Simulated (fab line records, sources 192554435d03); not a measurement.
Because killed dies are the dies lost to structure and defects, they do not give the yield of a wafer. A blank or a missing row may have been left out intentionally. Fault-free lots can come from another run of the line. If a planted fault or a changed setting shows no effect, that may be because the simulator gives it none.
fab line records	flow n5_finfet
record lots=7	wafers=39
route steps=1938 shown ZERO_LAYER@11 FIN_SAQP@102 SD_EPI_N@279 SDB@373 BEOL_M0_SAQP@636
start_h: start of the lot's first displayed wafer, in hours after the record's first day	wait_h: hours elapsed since this lot's preceding step	" same as the row above	L1.1+2: a row that stands for several wafers	- no value present, or no start provided	* or withheld: withheld	< > ~ a bound
route shown NAME@n: names a module that has steps shown in the file, with the first one's number in the route	usual: average and standard deviation across the fault-free wafers	same: alike in all rows	chamber/n: place in a boat	sites: readings site by site	_std_site: their standard deviation	_edge_site: inner sites' mean taken away from outer sites' mean	radius_mm: how far each site lies from the wafer's centre	mask NAME#n: copy n	behind: the most recent tool/chamber to have shaped the wafer	hold: why the lot went on hold/how many hours it stayed there/how the hold came to an end	device: transistor that didn't switch, given as n, p or np	end of line: at the end of the route, the tests of the same wafers	for a step that has no rows: nothing shown but its recipe	killed: not the wafer's yield, but the dies lost to structure and defects at the first sort	map: per-die view of a wafer (x killed, . not killed, _ where there is no die)
set.NAME: the setting the step ran with; set.NAME@STEP: the setting that earlier step ran with	model.NAME: the simulator's own value behind a step, which no gauge read
lots whose settings were changed on purpose; a table a step, a row a wafer
## steps
# step N5_ZERO_LAYER_DEVELOP_10
# recipe develop_time_s=60	rinse_liquid=diw	dry=air_spin	dev_temp_c=21
lot.wafer	tool	chamber	start_h	wait_h	set.develop_time_s
L077.1+2+3+4+5+6	litho_track-01	0	-	-	60
L081.1+5+6	litho_track-05	0	-	-	60
L081.2+3+4	"	0	"	"	38.57
L082.1+2+5	litho_track-01	0	-	-	60
L082.3+4+6	"	0	"	"	31.55
L083.1+4+5	litho_track-01	0	-	-	60
L083.2+3+6	"	0	"	"	38.28
L086.1+3+4	litho_track-01	0	-	-	60
L086.2+5+6	"	0	"	"	44.77
L088.2+3+5	litho_track-04	0	-	-	60
L095.1+2+3+4+5+6	litho_track-01	0	-	-	60
# step N5_ZERO_LAYER_HARDBAKE_23
# recipe temp_c=130	time_s=120
# step N5_ZERO_LAYER_CD_MEAS_11
# recipe target_cd_nm=2000	landing_energy_ev=500	detector=se_inlens
# usual cd_nm=2002.7/2.5
lot.wafer	tool	chamber	start_h	wait_h	set.develop_time_s@ZERO_LAYER_DEVELOP_10	cd_nm
L077.1	cd_sem-01	0	30.79	-	60	2005.6
L077.2	"	0	"	"	60	2001.9
L077.3	"	0	"	"	60	2002.9
L077.4	"	0	"	"	60	2001.9
L077.5	"	0	"	"	60	2003.8
L077.6	"	0	"	"	60	2007.1
L081.1	cd_sem-01	0	54.74	-	60	2001.5
L081.2	"	0	"	"	38.57	1988.6
L081.3	"	0	"	"	38.57	1992.8
L081.4	"	0	"	"	38.57	1990.8
L081.5	"	0	"	"	60	2000.0
L081.6	"	0	"	"	60	2001.0
L082.1	cd_sem-03	0	60.77	-	60	2005.2
L082.2	"	0	"	"	60	2002.2
L082.3	"	0	"	"	31.55	1988.2
L082.4	"	0	"	"	31.55	1992.9
L082.5	"	0	"	"	60	2002.5
L082.6	"	0	"	"	31.55	1990.4
L083.1	cd_sem-03	0	67.09	-	60	2002.2
L083.2	"	0	"	"	38.28	1994.9
L083.3	"	0	"	"	38.28	1991.0
L083.4	"	0	"	"	60	2000.4
L083.5	"	0	"	"	60	2004.3
L083.6	"	0	"	"	38.28	1993.3
L086.1	cd_sem-01	0	84.65	-	60	2002.2
L086.2	"	0	"	"	44.77	1993.7
L086.3	"	0	"	"	60	2002.2
L086.4	"	0	"	"	60	1997.9
L086.5	"	0	"	"	44.77	1994.7
L086.6	"	0	"	"	44.77	1998.1
L088.2	cd_sem-03	0	96.64	-	60	1999.8
L088.3	"	0	"	"	60	2007.6
L088.5	"	0	"	"	60	2005.0
L095.1	cd_sem-02	0	138.77	-	60	2004.4
L095.2	"	0	"	"	60	1999.9
L095.3	"	0	"	"	60	2001.3
L095.4	"	0	"	"	60	2003.0
L095.5	"	0	"	"	60	2001.1
L095.6	"	0	"	"	60	2001.7
# step N5_ZERO_LAYER_DESCUM_16
# recipe chemistry=O2	time_s=7.9	source_power_w=50	bias_power_w=20	pressure_mtorr=20	rf_frequency_hz=2.712e+07	temp_c=40	o2_flow_sccm=225
lot.wafer	tool	chamber	start_h	wait_h	set.develop_time_s@ZERO_LAYER_DEVELOP_10	model.ZERO_LAYER.cd_nm
L077.1	rie_diel-04	2	30.85	0.1	60	2005
L077.2+4	"	0,1	"	"	60	2002
L077.3+5	"	3,0	"	"	60	2003
L077.6	"	1	"	"	60	2007
L081.1	rie_diel-04	3	55.07	0.3	60	2001
L081.2	"	1	"	"	38.57	1988
L081.3	"	2	"	"	38.57	1993
L081.4	"	0	"	"	38.57	1990
L081.5+6	"	1,2	"	"	60	2000
L082.1	rie_diel-04	1	60.93	0.2	60	2005
L082.2+5	"	2	"	"	60	2002
L082.3	"	3	"	"	31.55	1988
L082.4	"	0	"	"	31.55	1993
L082.6	"	3	"	"	31.55	1990
L083.1	rie_diel-01	2	67.41	0.3	60	2002
L083.2	"	0	"	"	38.28	1995
L083.3	"	1	"	"	38.28	1991
L083.4	"	3	"	"	60	2001
L083.5	"	0	"	"	60	2004
L083.6	"	1	"	"	38.28	1993
L086.1	rie_diel-01	1	84.96	0.3	60	2003
L086.2	"	0	"	"	44.77	1994
L086.3	"	2	"	"	60	2002
L086.4	"	3	"	"	60	1998
L086.5	"	3	"	"	44.77	1995
L086.6	"	0	"	"	44.77	1998
L088.2	rie_diel-04	0	97.21	0.6	60	2000
L088.3	"	3	"	"	60	2008
L088.5	"	0	"	"	60	2005
L095.1	rie_diel-01	2	138.81	0.0	60	2004
L095.2	"	3	"	"	60	2000
L095.3+5	"	0	"	"	60	2001
L095.4	"	1	"	"	60	2003
L095.6	"	3	"	"	60	2002
# step N5_FIN_SAQP_HM_DEP_72
# recipe material=SiO2	target_thk_a=120	temp_c=400	precursor=SiH4/N2O	pressure_torr=0.75	rf_w=275	time_s=7.2
lot.wafer	tool	chamber	start_h	wait_h	set.target_thk_a	model.SiO2_of_FIN_SAQP_HM_DEP_72.thk_nm
L077.1+5	pecvd-02	0,1	39.92	0.0	120	12.07
L077.2	"	1	"	"	120	11.78
L077.3	"	2	"	"	156.6	15.56
L077.4	"	0	"	"	156.6	15.79
L077.6	"	2	"	"	156.6	15.65
L081.1	pecvd-02	1	64.17	0.0	120	11.9
L081.2	"	2	"	"	120	12.03
L081.3	"	0	"	"	120	11.69
L081.4	"	0	"	"	120	12.18
L081.5	"	1	"	"	120	11.95
L081.6	"	2	"	"	120	12.06
L082.1+3	pecvd-03	2	69.40	0.0	120	11.86
L082.2+6	"	0	"	"	120	12.21
L082.4	"	0	"	"	120	12.32
L082.5	"	2	"	"	120	12.07
L083.1	pecvd-03	0	75.95	0.0	120	12.13
L083.2	"	2	"	"	120	11.84
L083.3	"	1	"	"	120	12.16
L083.4	"	1	"	"	120	12.4
L083.5	"	0	"	"	120	12.57
L083.6	"	2	"	"	120	12.07
L086.1	pecvd-03	2	93.88	0.0	180.6	17.82
L086.2	"	0	"	"	180.6	18.09
L086.3+5	"	2,0	"	"	120	12.09
L086.4	"	0	"	"	180.6	18.27
L086.6	"	2	"	"	120	12.15
L088.2	pecvd-01	1	105.75	0.0	120	11.6
L088.3	"	2	"	"	120	12.06
L088.5	"	0	"	"	120	11.86
L095.1	pecvd-01	0	147.71	0.0	120	11.83
L095.2	"	2	"	"	120	12.22
L095.3	"	1	"	"	54.33	5.249
L095.4	"	2	"	"	120	12.49
L095.5	"	0	"	"	54.33	5.443
L095.6	"	1	"	"	54.33	5.482
# step N5_FIN_SAQP_COAT_49
# recipe resist=SOC	temp_c=250	time_s=60	spin_rpm=1500	resist_thk_nm=100
# step N5_FIN_SAQP_COAT_50
# recipe resist=SiARC	temp_c=220	time_s=60	spin_rpm=1500	resist_thk_nm=35
# step N5_FIN_SAQP_ETCH_52
# recipe chemistry=N2/H2	target=SOC	target_depth_a=1000	overetch_a=200	mask_material=SiARC	temp_c=40	time_s=150	ion_energy_ev=200	pressure_mtorr=30	source_w=840	bias_w=150	n2_flow_sccm=200	h2_flow_sccm=200	ends=end_point
# step N5_FIN_SAQP_STRIP_53
# recipe chemistry=N2/H2	temp_c=40	n2_flow_sccm=200	h2_flow_sccm=200	rf_frequency_hz=6e+07
# step N5_FIN_SAQP_HM_OPEN_73
# recipe chemistry=CHF3/O2	target=SiO2	stop_on=a-Si	target_depth_a=120	over_etch_frac=1.8	mask_material=SOC	time_s=16.8	pressure_mtorr=30	source_w=650	bias_w=170	Ar_flow_sccm=200	CHF3_flow_sccm=50	O2_flow_sccm=5	ion_energy_ev=200	ends=end_point
lot.wafer	tool	chamber	start_h	wait_h	set.target_thk_a@FIN_SAQP_HM_DEP_72	model.etch.depth_nm
L077.1+5	rie_diel-05	2,3	40.66	0.0	120	12.07
L077.2	"	1	"	"	120	11.78
L077.3	"	0	"	"	156.6	15.56
L077.4	"	3	"	"	156.6	15.79
L077.6	"	2	"	"	156.6	15.65
L081.1	rie_diel-06	1	64.94	0.0	120	11.9
L081.2	"	0	"	"	120	12.03
L081.3	"	2	"	"	120	11.69
L081.4	"	3	"	"	120	12.18
L081.5	"	0	"	"	120	11.95
L081.6	"	1	"	"	120	12.06
L082.1+3	rie_diel-06	1,3	70.17	0.0	120	11.86
L082.2+6	"	0,1	"	"	120	12.21
L082.4	"	2	"	"	120	12.32
L082.5	"	0	"	"	120	12.07
L083.1	rie_diel-06	0	76.70	0.0	120	12.13
L083.2	"	3	"	"	120	11.84
L083.3	"	2	"	"	120	12.16
L083.4	"	1	"	"	120	12.4
L083.5	"	2	"	"	120	12.57
L083.6	"	1	"	"	120	12.07
L086.1	rie_diel-02	0	94.65	0.0	180.6	17.82
L086.2	"	2	"	"	180.6	18.09
L086.3+5	"	1,3	"	"	120	12.09
L086.4	"	3	"	"	180.6	18.27
L086.6	"	2	"	"	120	12.15
L088.2	rie_diel-05	0	106.49	0.0	120	11.6
L088.3	"	3	"	"	120	12.06
L088.5	"	1	"	"	120	11.86
L095.1	rie_diel-06	1	148.51	0.0	120	11.83
L095.2	"	2	"	"	120	12.22
L095.3	"	3	"	"	54.33	5.249
L095.4	"	0	"	"	120	12.49
L095.5	"	1	"	"	54.33	5.443
L095.6	"	0	"	"	54.33	5.482
# step N5_SD_EPI_N_ETCH_16
# recipe chemistry=CHF3/O2	target=SiO2	target_depth_a=50	mask_material=SOC	pressure_mtorr=30	source_w=650	bias_w=170	Ar_flow_sccm=200	CHF3_flow_sccm=50	O2_flow_sccm=5	ion_energy_ev=200
lot.wafer	tool	chamber	start_h	wait_h	set.target_depth_a	model.etch.depth_nm
L077.1	rie_diel-06	3	66.72	0.1	50	5.033
L077.2	"	2	"	"	68.78	6.828
L077.3	"	1	"	"	68.78	6.654
L077.4	"	0	"	"	50	5.112
L077.5	"	3	"	"	68.78	6.964
L077.6	"	0	"	"	50	5.111
L081.1	rie_diel-02	0	93.01	0.1	50	5.066
L081.2	"	3	"	"	30.29	2.977
L081.3	"	2	"	"	50	4.856
L081.4	"	1	"	"	30.29	3.028
L081.5	"	3	"	"	50	4.905
L081.6	"	2	"	"	30.29	2.921
L082.1	rie_diel-05	1	100.21	0.1	50	4.87
L082.2	"	0	"	"	50	4.925
L082.3	"	3	"	"	76.59	7.58
L082.4	"	2	"	"	76.59	7.476
L082.5	"	1	"	"	76.59	7.532
L082.6	"	0	"	"	50	4.961
L083.1	rie_diel-05	2	107.45	0.1	50	4.956
L083.2	"	1	"	"	50	4.918
L083.3	"	3	"	"	29.99	2.958
L083.4	"	0	"	"	50	4.985
L083.5	"	3	"	"	29.99	2.965
L083.6	"	2	"	"	29.99	2.933
L086.1	rie_diel-06	2	122.02	0.1	26.02	2.716
L086.2	"	0	"	"	26.02	2.649
L086.3	"	3	"	"	26.02	2.578
L086.4	"	1	"	"	50	4.815
L086.5	"	0	"	"	50	5.059
L086.6	"	1	"	"	50	4.824
L088.2	rie_diel-02	2	132.85	0.1	50	4.89
L088.3	"	1	"	"	50	4.957
L088.5	"	2	"	"	50	4.868
L095.1	rie_diel-02	3	176.36	0.1	50	4.927
L095.2	"	0	"	"	50	5.061
L095.3	"	1	"	"	50	4.969
L095.4	"	2	"	"	50	4.855
L095.5	"	0	"	"	50	5.088
L095.6	"	1	"	"	50	4.918
# step N5_SDB_ALD_29
# recipe material=SiNx	target_thk_a=300	temp_c=400	ald_precursor_family=SiH2I2	ald_co_reactant=N2/H2-plasma	pulse_time_s=1	ald_cycles=600	purge_time_s=2	co_reactant_purge_time_s=2	pressure_torr=2
lot.wafer	tool	chamber	start_h	wait_h	set.ald_cycles	model.SiNx_of_SDB_ALD_29.thk_nm
L077.1+6	ald_sin-03	2	86.10	0.7	600	30.2
L077.2	"	0	"	"	600	30
L077.3+5	"	3	"	"	509	25.4
L077.4	"	1	"	"	509	25.6
L081.1+4	ald_sin-02	0,3	111.21	0.0	600	29.8
L081.2+5+6	"	1,1,0	"	"	343	17
L081.3	"	2	"	"	600	30
L082.1+6	ald_sin-04	3,1	117.95	0.0	600	29.8
L082.2	"	1	"	"	891	44.6
L082.3	"	2	"	"	891	45
L082.4	"	0	"	"	891	44.8
L082.5	"	2	119.30	1.4	600	30.2
L083.1	ald_sin-04	3	127.26	0.0	600	29.8
L083.2+5	"	1,3	"	"	367	18
L083.3	"	2	"	"	600	30.2
L083.4	"	0	"	"	367	18.4
L083.6	"	0	128.61	1.4	600	30
L086.1+4+6	ald_sin-03	0,1,1	138.30	0.0	600	30
L086.2	"	2	"	"	504	25.4
L086.3+5	"	3,0	"	"	504	25
L088.2+3	ald_sin-02	2,0	153.02	0.3	600	30
L088.5	"	1	154.37	1.7	600	29.8
L095.1+3+4	ald_sin-03	1,0,2	193.70	0.0	949	47.4
L095.2+5+6	"	3,1,2	"	"	600	30
# step N5_SDB_CMP_30
# recipe stop_on=poly-Si	t_overpolish_s=1.54	post_cmp_clean=alkaline_brush	down_force_psi=4.1491	platen_rpm=51.796	pad_velocity_m_s=1.0306	target_thk_nm=30
lot.wafer	tool	chamber	start_h	wait_h	set.ald_cycles@SDB_ALD_29	model.SiNx_of_SDB_ALD_29.thk_nm
L077.3+5	cmp-03	2,3	88.83	1.4	509	25.4
L077.2	"	3	"	"	600	30
L077.4	"	0	"	"	509	25.6
L077.1+6	"	1,2	"	"	600	30.2
L081.1+4	cmp-01	1,3	113.94	1.4	600	29.8
L081.2+5+6	"	2,1,2	"	"	343	17
L081.3	"	0	"	"	600	30
L082.4	cmp-03	1	120.68	1.4	891	30.2
L082.3+2	"	2,3	"	"	891	30.6
L082.1+6	"	0,2	"	"	600	29.8
L082.5	"	1	"	"	600	30.2
L083.4	cmp-02	1	129.99	1.4	367	18.4
L083.1	"	2	"	"	600	29.8
L083.2+5	"	3,2	"	"	367	18
L083.3	"	0	"	"	600	30.2
L083.6	"	1	"	"	600	30
L086.2	cmp-03	3	141.03	1.4	504	25.4
L086.4+1+6	"	0,1,3	"	"	600	30
L086.3+5	"	2,0	"	"	504	25
L088.3+2	cmp-03	1,2	155.79	1.4	600	30
L088.5	"	1	"	"	600	29.8
L095.3	cmp-02	2	196.55	1.5	949	28.6
L095.4	"	3	"	"	949	29
L095.2+6+5	"	0,2,3	"	"	600	30
L095.1	"	1	"	"	949	29.4
# step N5_BEOL_M0_SAQP_PECVD_96
# recipe material=a-Si	target_thk_a=450	temp_c=350	precursor=SiH4/He	pressure_torr=3	rf_w=100	time_s=45.2
lot.wafer	tool	chamber	start_h	wait_h	set.time_s	model.a-Si_of_BEOL_M0_SAQP_PECVD_96.thk_nm
L077.1	pecvd-04	0	126.59	0.0	45.2	44
L077.2	"	1	"	"	71.81	71.2
L077.3	"	2	"	"	45.2	45.4
L077.4	"	0	"	"	71.81	71.6
L077.5	"	1	"	"	45.2	45.2
L077.6	"	2	"	"	71.81	72.6
L081.1	pecvd-02	1	150.81	0.0	52.07	50.6
L081.2	"	0	"	"	52.07	50.8
L081.3	"	2	"	"	45.2	44.4
L081.4	"	2	"	"	45.2	45.2
L081.5	"	1	"	"	45.2	44.8
L081.6	"	0	"	"	52.07	52
L082.1	pecvd-02	2	155.40	0.0	45.2	44.6
L082.2	"	1	"	"	45.2	44.2
L082.3+5	"	0,2	"	"	45.2	45.2
L082.4	"	1	"	"	45.2	44.8
L082.6	"	0	"	"	45.2	45.4
L083.1	pecvd-01	0	166.30	0.0	45.2	45.2
L083.2	"	2	"	"	45.2	45.4
L083.3	"	1	"	"	45.2	45
L083.4+5+6	"	1,0,2	"	"	45.2	46
L086.1+6	pecvd-01	0,1	177.96	0.0	33.29	33.8
L086.2	"	2	"	"	33.29	33.4
L086.3	"	1	"	"	45.2	45
L086.4	"	2	"	"	45.2	46
L086.5	"	0	"	"	45.2	46.2
L088.2	pecvd-01	1	195.18	0.0	45.2	45.8
L088.3	"	2	"	"	45.2	45
L088.5	"	2	"	"	45.2	45.6
L095.1	pecvd-01	1	233.71	0.0	45.2	45.2
L095.2	"	2	"	"	45.2	44.2
L095.3	"	0	"	"	19.84	19.8
L095.4	"	1	"	"	19.84	21
L095.5	"	0	"	"	45.2	45.6
L095.6	"	2	"	"	19.84	19.6
# step N5_BEOL_M0_SAQP_PECVD_97
# recipe material=SiNx	target_thk_a=230	temp_c=350	precursor=SiH4/NH3/N2	pressure_torr=1.5	rf_w=300	time_s=19.9
# step N5_BEOL_M0_SAQP_PECVD_04
# recipe material=a-Si	target_thk_a=600	temp_c=350	precursor=SiH4/He	pressure_torr=3	rf_w=100	time_s=60.2
# step N5_BEOL_M0_SAQP_ETCH_101
# recipe chemistry=CH3F/O2	target=SiNx	mask_material=SiO2	target_depth_a=299	time_s=42.7	pressure_mtorr=30	source_w=395	bias_w=73	Ar_flow_sccm=150	CH3F_flow_sccm=30	O2_flow_sccm=20	ion_energy_ev=120
# step N5_BEOL_M0_SAQP_ETCH_102
# recipe chemistry=CF4	target=SiO2	target_depth_a=40	ion_energy_ev=350	time_s=4.4	pressure_mtorr=10	icp_w=800	bias_w=400	cf4_flow_sccm=80
# step N5_BEOL_M0_SAQP_MANDREL_ETCH_103
# recipe chemistry=HBr/Cl2	target=a-Si	target_depth_a=450	bt_time_s=10	stop_on=SiCN	mask_material=SiO2	over_etch_frac=0.8	time_s=27	pressure_mtorr=10	icp_w=800	bias_w=75	HBr_flow_sccm=150	Cl2_flow_sccm=80	ends=end_point
# usual oes_product_au=0.680/0.015
lot.wafer	tool	chamber	start_h	wait_h	set.time_s@BEOL_M0_SAQP_PECVD_96	oes_product_au	model.etch.depth_nm
L077.1	rie_si-01	2	129.09	0.0	45.2	0.670	43.99
L077.2	"	1	"	"	71.81	0.884	71.18
L077.3	"	0	"	"	45.2	0.698	45.43
L077.4	"	0	"	"	71.81	0.930	71.63
L077.5	"	1	"	"	45.2	0.663	45.29
L077.6	"	2	"	"	71.81	0.924	72.61
L081.1	rie_si-01	1	153.32	0.0	52.07	0.708	50.7
L081.2	"	3	"	"	52.07	0.735	50.74
L081.3	"	0	"	"	45.2	0.682	44.49
L081.4	"	2	"	"	45.2	0.682	45.21
L081.5	"	1	"	"	45.2	0.662	44.81
L081.6	"	2	"	"	52.07	0.736	51.98
L082.1	rie_si-06	2	158.13	0.0	45.2	0.699	44.7
L082.2	"	3	"	"	45.2	0.679	44.21
L082.3	"	1	"	"	45.2	0.684	45.11
L082.4	"	0	"	"	45.2	0.693	44.89
L082.5	"	1	"	"	45.2	0.689	45.16
L082.6	"	0	"	"	45.2	0.702	45.43
L083.1	rie_si-02	3	169.08	0.0	45.2	0.706	45.29
L083.2	"	0	"	"	45.2	0.673	45.43
L083.3	"	2	"	"	45.2	0.687	44.98
L083.4	"	1	"	"	45.2	0.686	46
L083.5	"	1	"	"	45.2	0.688	46.08
L083.6	"	0	"	"	45.2	0.676	46.01
L086.1	rie_si-01	1	180.83	0.0	33.29	0.561	33.82
L086.2	"	2	"	"	33.29	0.583	33.46
L086.3	"	3	"	"	45.2	0.691	44.92
L086.4	"	0	"	"	45.2	0.704	45.94
L086.5	"	0	"	"	45.2	0.704	46.2
L086.6	"	3	"	"	33.29	0.598	33.8
L088.2	rie_si-02	1	197.95	0.0	45.2	0.692	45.83
L088.3	"	3	"	"	45.2	0.699	45.02
L088.5	"	1	"	"	45.2	0.679	45.63
L095.1	rie_si-01	0	236.29	0.0	45.2	0.689	45.29
L095.2	"	1	"	"	45.2	0.665	44.24
L095.3	"	2	"	"	19.84	0.464	19.72
L095.4	"	3	"	"	19.84	0.475	20.94
L095.5	"	0	"	"	45.2	0.698	45.55
L095.6	"	3	"	"	19.84	0.466	19.54
## key
split step=N5_ZERO_LAYER_DEVELOP_10	setting=develop_time_s	stated=60	by=wafer
response step=N5_ZERO_LAYER_CD_MEAS_11	reading=cd_nm	change=+0.262	per=1%	r=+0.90
response step=N5_ZERO_LAYER_DESCUM_16	reading=model.ZERO_LAYER.cd_nm	change=+0.259	per=1%	r=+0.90
split step=N5_FIN_SAQP_HM_DEP_72	setting=target_thk_a	stated=120	by=wafer
response step=N5_FIN_SAQP_HM_DEP_72	reading=model.SiO2_of_FIN_SAQP_HM_DEP_72.thk_nm	change=+0.121	per=1%	r=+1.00
response step=N5_FIN_SAQP_HM_OPEN_73	reading=model.etch.depth_nm	change=+0.121	per=1%	r=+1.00
split step=N5_SD_EPI_N_ETCH_16	setting=target_depth_a	stated=50	by=wafer
response step=N5_SD_EPI_N_ETCH_16	reading=model.etch.depth_nm	change=+0.0484	per=1%	r=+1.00
split step=N5_SDB_ALD_29	setting=ald_cycles	stated=600	by=wafer
response step=N5_SDB_ALD_29	reading=model.SiNx_of_SDB_ALD_29.thk_nm	change=+0.303	per=1%	r=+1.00
response step=N5_SDB_CMP_30	reading=model.SiNx_of_SDB_ALD_29.thk_nm	shape=bent	at_lowest=17	at_stated=29.98	at_highest=29
split step=N5_BEOL_M0_SAQP_PECVD_96	setting=time_s	stated=45.2	by=wafer
response step=N5_BEOL_M0_SAQP_PECVD_96	reading=model.a-Si_of_BEOL_M0_SAQP_PECVD_96.thk_nm	change=+0.45	per=1%	r=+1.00
response step=N5_BEOL_M0_SAQP_MANDREL_ETCH_103	reading=oes_product_au	change=+0.00396	per=1%	r=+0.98
response step=N5_BEOL_M0_SAQP_MANDREL_ETCH_103	reading=model.etch.depth_nm	change=+0.45	per=1%	r=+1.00
